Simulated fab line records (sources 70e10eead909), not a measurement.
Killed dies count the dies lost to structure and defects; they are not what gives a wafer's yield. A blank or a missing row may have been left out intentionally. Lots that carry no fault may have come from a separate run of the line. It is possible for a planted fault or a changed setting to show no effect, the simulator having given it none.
fab line records -- flow nand_harc
record lots=5, wafers=15, last_day=33
route steps=1302 shown P_GATE@155 END@1302
lots that met no fault: from a run of the same line without faults
start_h: hours from the record's opening day to when the first of the lot's shown wafers began -- wait_h: time in hours since the lot's previous step -- " same as the row above -- L1.1+2: one row covering several wafers at once -- - value missing, or start not given -- * or withheld: withheld -- < > ~ a bound
route shown NAME@n: names a module that has steps shown in the file, with the first one's number in the route -- usual: the fault-free wafers' mean and standard deviation -- same: alike in all rows -- chamber/n: place in a boat -- sites: each site's reading -- _std_site: standard deviation of those values -- _edge_site: outer sites' mean less inner sites' -- radius_mm: how far each site lies from the wafer's centre -- mask NAME#n: copy n -- behind: the tool/chamber that last shaped the wafer -- hold: reason for holding the lot/hours on hold/outcome of the hold -- device: whichever transistor did not switch (one of n, p or np) -- end of line: tests run on the same wafers once the route is complete -- for a step that has no rows: nothing shown but its recipe -- killed: at the first sort, the dies lost to defects and structure; wafer yield is something else -- map: shows each die of a wafer: x if killed, . if not, _ if none is there
set.NAME: the setting as run; set.NAME@STEP: as run at that earlier step -- model.NAME: the simulator's own value behind a step, which no gauge read
lots at selected steps of the route; one table per step, one row per wafer
services: the hour from which a tool's chamber was out of use, counted from the record's first day as start_h (under 0 if before that day), plus the number of hours and why
## steps
# step NHARC_P_GATE_ALD_36
# recipe target_thk_a=200, pulse_time_s=60, ald_cycles=223, temp_c=400, material=SiNx
# usual heater_power_w=803/65, precursor_pulse_height_rel=1.001/0.022
lot.wafer,tool,chamber,start_h,wait_h,heater_power_w,precursor_pulse_height_rel
L125.4,ald_sin-03,2,102.97,-,736,1.000
L125.1,ald_sin-03,3,104.02,-,769,0.995
L125.3,ald_sin-03,0,105.08,-,844,0.990
L132.4,ald_sin-02,2,168.58,-,796,1.010
L132.1,ald_sin-02,1,171.71,-,854,0.992
L132.6,ald_sin-02,3,173.80,-,956,0.981
L136.2,ald_sin-03,2,216.90,-,754,0.976
L136.4,ald_sin-03,3,217.96,-,773,1.018
L136.5,ald_sin-03,2,221.14,-,748,1.004
L138.3,ald_sin-01,3,240.44,-,785,0.959
L138.2,ald_sin-01,0,241.52,-,787,0.999
L138.5,ald_sin-01,3,244.73,-,788,0.997
L148.4,ald_sin-03,2,327.28,-,754,0.978
L148.2,ald_sin-03,3,328.34,-,773,1.026
L148.5,ald_sin-03,1,330.45,-,739,1.003
# step NHARC_P_GATE_ETCHBACK_37
# recipe target_depth_a=345, time_s=17.2, chf3_flow_sccm=50, o2_flow_sccm=10, ar_flow_sccm=200, rf_w=500, bias_w=200, chemistry=CHF3/O2
# usual drypump_motor_current_A=5.9/0.43, oes_product_au=0.95/0.031, rf_vpp_V=371.4/1.9, showerhead_plenum_p_Torr=2.44/0.076, throttle_valve_pct=20.572/0.0089
lot.wafer,tool,chamber,start_h,wait_h,drypump_motor_current_A,oes_product_au,rf_hours_counter_h,rf_vpp_V,showerhead_plenum_p_Torr,throttle_valve_pct
L125.1,rie_diel-02,0,-,-,6.0,0.95,3.9,372.7,2.53,20.578
L125.3,rie_diel-02,1,-,-,6.1,0.94,4.4,370.9,2.42,20.588
L125.4,rie_diel-02,2,-,-,6.1,0.94,4.0,373.5,2.51,20.567
L132.4,rie_diel-02,1,-,-,6.1,0.92,7.2,372.3,2.42,20.575
L132.1,rie_diel-02,0,-,-,6.0,0.92,7.3,373.0,2.53,20.563
L132.6,rie_diel-02,1,-,-,6.1,0.92,-,371.6,2.42,20.569
L136.4,rie_diel-11,3,-,-,6.4,1.01,9.4,370.5,2.37,20.579
L136.2,rie_diel-11,0,-,-,5.7,1.01,9.2,367.8,2.32,20.576
L136.5,rie_diel-11,3,-,-,6.4,1.00,-,368.3,2.37,20.577
L138.3,rie_diel-04,3,-,-,6.0,0.92,2.3,374.8,2.58,20.579
L138.2,rie_diel-04,0,-,-,6.1,0.90,3.0,374.3,2.55,20.569
L138.5,rie_diel-04,2,-,-,6.5,0.91,-,369.9,2.40,20.581
L148.4,rie_diel-11,3,-,-,6.4,0.92,1.7,371.0,2.37,20.575
L148.2,rie_diel-11,2,-,-,5.7,0.93,2.9,371.9,2.47,20.575
L148.5,rie_diel-11,3,-,-,6.4,0.92,-,368.6,2.37,20.580
# step NHARC_P_GATE_STRIP_101
# recipe time_s=20, o2_flow_sccm=500, ar_flow_sccm=0, bias_w=0, chemistry=O2
# usual drypump_motor_current_A=5.9/0.42, oes_product_au=1.000/0.011, rf_vpp_V=58.0/0.83, showerhead_plenum_p_Torr=3.59/0.11, throttle_valve_pct=17.036/0.0092
lot.wafer,tool,chamber,start_h,wait_h,drypump_motor_current_A,oes_product_au,rf_hours_counter_h,rf_vpp_V,showerhead_plenum_p_Torr,throttle_valve_pct
L125.1,rie_diel-02,3,112.58,0.1,6.1,1.017,3.4,58.2,3.58,17.037
L125.4,rie_diel-02,0,112.58,0.1,6.1,1.005,3.9,59.0,3.71,17.048
L125.3,rie_diel-02,2,112.58,0.1,6.1,1.002,4.0,58.0,3.69,17.039
L132.4,rie_diel-02,1,178.11,0.1,6.1,0.990,7.3,57.1,3.56,17.037
L132.1,rie_diel-02,3,178.11,0.1,6.2,1.016,6.7,58.3,3.58,17.053
L132.6,rie_diel-02,0,178.11,0.1,6.0,0.998,-,58.9,3.71,17.042
L136.2,rie_diel-11,3,226.53,0.1,6.5,1.000,9.4,58.1,3.48,17.031
L136.4,rie_diel-11,0,226.53,0.1,5.7,1.017,9.3,57.7,3.41,17.025
L136.5,rie_diel-11,3,226.53,0.1,6.4,1.001,-,59.2,3.48,17.009
L138.2,rie_diel-04,0,250.14,0.1,6.1,0.985,3.0,59.7,3.74,17.031
L138.3,rie_diel-04,1,250.14,0.1,4.9,1.009,3.8,57.8,3.46,17.053
L138.5,rie_diel-04,3,250.14,0.1,6.1,0.979,-,58.6,3.78,17.036
L148.2,rie_diel-11,1,335.84,0.1,5.2,0.983,1.5,58.1,3.61,17.051
L148.4,rie_diel-11,3,335.84,0.1,6.5,1.006,1.7,57.1,3.48,17.036
L148.5,rie_diel-11,1,335.84,0.1,5.1,0.997,-,57.8,3.61,17.018
# step NHARC_P_GATE_PRECLEAN_97
# recipe time_s=600, temp_c=120, chemistry=SPM
# step NHARC_P_GATE_SRD_98
# step NHARC_P_GATE_PRECLEAN_99
# recipe time_s=*, temp_c=50, bath_age_min=0, chemistry=SC1
# step NHARC_P_GATE_SRD_100
# step NHARC_P_GATE_DEHYDRATE_38
# recipe temp_c=150, time_s=120
# step NHARC_P_GATE_HMDS_39
# recipe time_s=30
# step NHARC_P_GATE_COAT_40
# recipe spin_rpm=3000
# step NHARC_P_GATE_SOFTBAKE_41
# recipe temp_c=122, time_s=95
# step NHARC_P_GATE_EBR_42
# step NHARC_P_GATE_EXPOSE_43
# recipe na=0.6, target_cd_nm=720, dose_mj=14.81, mask_id=P_NSD
# usual exposure_dose_mJ_cm2=14.810/0.013, reticle_temp_C=23.00/0.099
lot.wafer,tool,chamber,start_h,wait_h,mask,exposure_dose_mJ_cm2,reticle_temp_C
L125.1,krf_scanner-01,0,113.37,-,P_NSD#0,14.823,22.93
L125.3,krf_scanner-01,0,113.37,-,P_NSD#0,14.808,23.12
L125.4,krf_scanner-01,0,113.37,-,P_NSD#0,14.796,23.06
L132.1,krf_scanner-04,0,178.88,-,P_NSD#0,14.826,23.09
L132.4,krf_scanner-04,0,178.88,-,P_NSD#0,14.812,23.00
L132.6,krf_scanner-04,0,178.88,-,P_NSD#0,14.818,23.04
L136.2,krf_scanner-01,0,227.29,-,P_NSD_R1#0,14.806,23.09
L136.4,krf_scanner-01,0,227.29,-,P_NSD_R1#0,14.824,22.91
L136.5,krf_scanner-01,0,227.29,-,P_NSD_R1#0,14.803,22.99
L138.2,krf_scanner-04,0,250.91,-,P_NSD#0,14.822,23.03
L138.3,krf_scanner-04,0,250.91,-,P_NSD#0,14.793,23.01
L138.5,krf_scanner-04,0,250.91,-,P_NSD#0,14.816,23.06
L148.2,krf_scanner-01,0,336.61,-,P_NSD#0,14.817,22.94
L148.4,krf_scanner-01,0,336.61,-,P_NSD#0,14.818,22.95
L148.5,krf_scanner-01,0,336.61,-,P_NSD#0,14.818,22.96
# step NHARC_P_GATE_PEB_44
# recipe peb_temp_c=118, peb_time_s=85
# step NHARC_P_GATE_DEVELOP_45
# recipe time_s=70
# step NHARC_P_GATE_CD_MEAS_46
# recipe target_cd_nm=720, landing_energy_ev=500
# usual cd_nm=719.8/1.9
lot.wafer,tool,chamber,start_h,wait_h,cd_nm
L125.1,cd_sem-03,0,113.52,-,717.9
L125.3,cd_sem-03,0,113.52,-,718.1
L125.4,cd_sem-03,0,113.52,-,719.7
L132.1,cd_sem-02,0,179.03,-,719.3
L132.4,cd_sem-02,0,179.03,-,720.9
L132.6,cd_sem-02,0,179.03,-,720.2
L136.2,cd_sem-03,0,227.45,-,622.3
L136.4,cd_sem-03,0,227.45,-,620.3
L136.5,cd_sem-03,0,227.45,-,620.5
L138.2,cd_sem-01,0,251.06,-,718.8
L138.3,cd_sem-01,0,251.06,-,718.3
L138.5,cd_sem-01,0,251.06,-,717.9
L148.2,cd_sem-02,0,336.76,-,723.4
L148.4,cd_sem-02,0,336.76,-,723.8
L148.5,cd_sem-02,0,336.76,-,723.4
# step NHARC_P_GATE_HARDBAKE_47
# recipe temp_c=125, time_s=80
# step NHARC_P_GATE_DESCUM_48
# recipe time_s=3, o2_flow_sccm=200, ar_flow_sccm=0, bias_power_w=0, chemistry=O2
# usual drypump_motor_current_A=5.9/0.41, oes_product_au=1.002/0.011, rf_vpp_V=58.0/0.85, showerhead_plenum_p_Torr=1.96/0.064, throttle_valve_pct=11.313/0.0096
lot.wafer,tool,chamber,start_h,wait_h,drypump_motor_current_A,oes_product_au,rf_hours_counter_h,rf_vpp_V,showerhead_plenum_p_Torr,throttle_valve_pct,model.P_GATE.cd_nm
L125.3,rie_diel-02,0,113.69,-,6.0,1.002,3.9,57.6,2.02,11.314,718.1
L125.1,rie_diel-02,1,113.69,-,6.1,1.004,4.4,56.2,1.93,11.309,717.8
L125.4,rie_diel-02,2,113.69,-,6.1,0.996,4.0,58.4,2.01,11.294,719.3
L132.1,rie_diel-02,0,179.22,-,6.0,1.006,7.3,57.4,2.02,11.316,719.3
L132.4,rie_diel-02,1,179.22,-,6.1,1.006,7.3,57.8,1.93,11.321,720.1
L132.6,rie_diel-02,3,179.22,-,6.2,1.024,-,58.4,1.94,11.318,720.1
L136.2,rie_diel-11,0,227.61,-,5.7,1.026,9.3,58.9,1.84,11.315,622.4
L136.4,rie_diel-11,3,227.61,-,6.4,1.011,9.4,57.8,1.88,11.306,621.2
L136.5,rie_diel-11,1,227.61,-,5.1,0.994,-,59.4,1.96,11.324,620.3
L138.2,rie_diel-02,2,251.22,-,6.1,1.002,2.2,58.3,2.00,11.300,717.7
L138.3,rie_diel-02,1,251.22,-,6.1,0.997,2.5,60.1,1.93,11.326,718.6
L138.5,rie_diel-02,2,251.22,-,6.1,1.015,-,57.1,2.00,11.302,716.9
L148.4,rie_diel-02,0,336.92,-,6.0,1.003,7.8,57.4,2.01,11.308,724.1
L148.2,rie_diel-02,2,336.92,-,6.1,1.002,7.1,59.4,2.00,11.305,723.1
L148.5,rie_diel-02,1,336.92,-,6.1,1.019,-,58.1,1.93,11.299,722.2
# step NHARC_P_GATE_IMPLANT_49
# recipe energy_kev=30, dose_cm2=3e+15, tilt_deg=7
# step NHARC_END_SORT_01
# recipe temp_c=25
# usual killed_at_array=55/22, killed_at_other=1.1/1.4, killed_at_periphery=4/3.2, killed_dies=59/22, killed_open=3.3/1.8, killed_short=2.5/1.5
# same gross_dies=677
lot.wafer,tool,chamber,start_h,wait_h,killed_at_array,killed_at_other,killed_at_periphery,killed_dies,killed_open,killed_short
L136.2,prober-01,0,680.20,2.8,25,0,78,103,4,1
L136.4,prober-01,0,681.80,3.4,29,2,74,105,7,1
L136.5,prober-01,0,682.61,3.7,33,0,80,113,5,4
# killed by level:class
L136.2 P_GATE:area_expose=72 A_CHANNEL_HOLE_D1:chamber_film_flake=7 A_CONTACT:chamber_film_flake=7 A_STAIRCASE:chamber_film_flake=3 P_BONDPAD:chamber_film_flake=2 A_DECK1_JOINT:chamber_film_flake=2 P_CONTACT:geometric_particle:open=1 P_CONTACT:geometric_particle:short=1
L136.4 P_GATE:area_expose=65 A_CHANNEL_HOLE_D1:chamber_film_flake=9 P_BONDPAD:chamber_film_flake=5 A_SLIT:chamber_film_flake=4 A_STAIRCASE:chamber_film_flake=4 A_CONTACT:chamber_film_flake=4 P_GATE:geometric_particle:open=2 A_WL_FILL:geometric_particle:open=2
L136.5 P_GATE:area_expose=74 A_CHANNEL_HOLE_D1:chamber_film_flake=11 A_CONTACT:chamber_film_flake=5 P_BONDPAD:chamber_film_flake=4 A_CHANNEL_FILL_D2:chamber_film_flake=4 A_STAIRCASE:chamber_film_flake=3 A_CHANNEL_FILL_D2:geometric_particle:short=2 P_GATE:geometric_particle:open=1
# map L136.5 (x killed, . not)
____________.____________
_________......._________
_______..........x_______
______...x.........______
_____.xx..xx....x..._____
____...xx......x.....____
____x....x...........____
___..xxx.......x......___
___.x............x....___
__..x...x....xxxx......__
__...xx.........x.x....__
_...x...x.............x._
_x...xx..............x.._
_.xx.....x...x....x....._
_..x.x..x..xx.x.x......._
_x...x.....x.........x.._
.....x...................
........x.x....xx........
....xx.x..x..............
.x.....xx................
x....xx..................
_x.x............x..x...._
_.xx......x............._
_.xx.x.....xx..........._
_.x..xx...x...x........._
_.x..x....x............._
__xxx.x...x.x..........__
__....x.xx...x.x.x.....__
___....x..............___
___x.xxx...x..........___
____x.x..............____
____...x.............____
_____x...xx.x......._____
______....x........______
_______......x...._______
_________......._________
____________.____________
# map L125.1 (x killed, . not)
____________.____________
_________......._________
_______..........._______
______..........x..______
_____...xx.x......x._____
____.x............x..____
____......x........x.____
___....xx.x........x.x___
___..x.xx............x___
__....xxxx...........xx__
__...xx.xxxx.........xx__
_......x.xxx.........xxx_
_....xxxxxxx...........x_
_.....xxxxxx..x......x.._
_.....xx.x.............._
_......x...............x_
.......x.x......x.x......
............x............
......x..................
.....................x...
......................x.x
_............x........x._
_.................x.x..x_
_..................x..x._
_.................xx.x.._
_.............x....xxx.._
__................xxx.x__
__................x...x__
___..............x.x..___
___...............x.x.___
____................x____
____.................____
_____..............._____
______.............______
_______.......x..x_______
_________......._________
____________.____________
## services
tool,chamber,start_h,hours,kind
ald_sin-03,-,84.90,1.1,repair
krf_scanner-04,-,121.16,1.1,repair
ald_sin-03,0,122.45,4.4,repair
krf_scanner-01,-,140.03,4.0,pm
rie_diel-11,-,140.23,0.4,repair
rie_diel-11,0,144.15,2.5,repair
ald_sin-03,1,147.68,13.3,repair
rie_diel-04,-,150.49,0.3,repair
rie_diel-04,0,160.06,3.8,repair
ald_sin-03,-,175.03,10.0,pm
rie_diel-04,0,177.21,5.0,repair
rie_diel-04,-,177.90,9.0,pm
krf_scanner-04,-,182.00,4.0,pm
ald_sin-03,-,185.26,1.3,repair
krf_scanner-01,-,190.75,22.3,repair
rie_diel-02,-,216.70,9.0,pm
rie_diel-11,-,255.50,9.0,pm
rie_diel-02,1,270.43,9.6,repair
rie_diel-11,1,282.20,18.1,repair
rie_diel-11,3,283.33,15.0,repair
rie_diel-02,2,301.24,22.0,repair
rie_diel-11,-,311.40,2.0,repair
krf_scanner-01,-,312.03,4.0,pm
krf_scanner-01,-,325.24,1.3,repair
## key
first_sign step=NHARC_P_GATE_EXPOSE_43, reading=mask, direction=changed
effect step=NHARC_P_GATE_CD_MEAS_46, reading=cd_nm, direction=down, sigmas=53, usual=719.8, struck=621.0
effect step=NHARC_END_SORT_01, reading=killed_at_periphery, direction=up, sigmas=23, usual=4, struck=77
model_effect step=NHARC_P_GATE_DESCUM_48, value=P_GATE.cd_nm, without=720.1, struck=621.3
more_kills_born_at NHARC_P_GATE_EXPOSE_43@krf_scanner-01=211
met_at NHARC_P_GATE_EXPOSE_43
struck_wafers L136.2,L136.4,L136.5
tester_left_out L136
onset_between 113.37 227.29
fault kind=wrong_mask, tool=any, chamber=-, onset_h=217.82, steps=NHARC_P_GATE_EXPOSE_43, aux_copy=P_NSD_R1#0, cd_offset_nm=-98.808, scope=struck_lots_only
# tester_left_out: of these lots the tester's yield and bins aren't shown, on N5 and GAA mostly nor the transistor test; their killed dies are dies lost to structure and defects alone, not to doping, threshold or leakage, so they don't give the yield
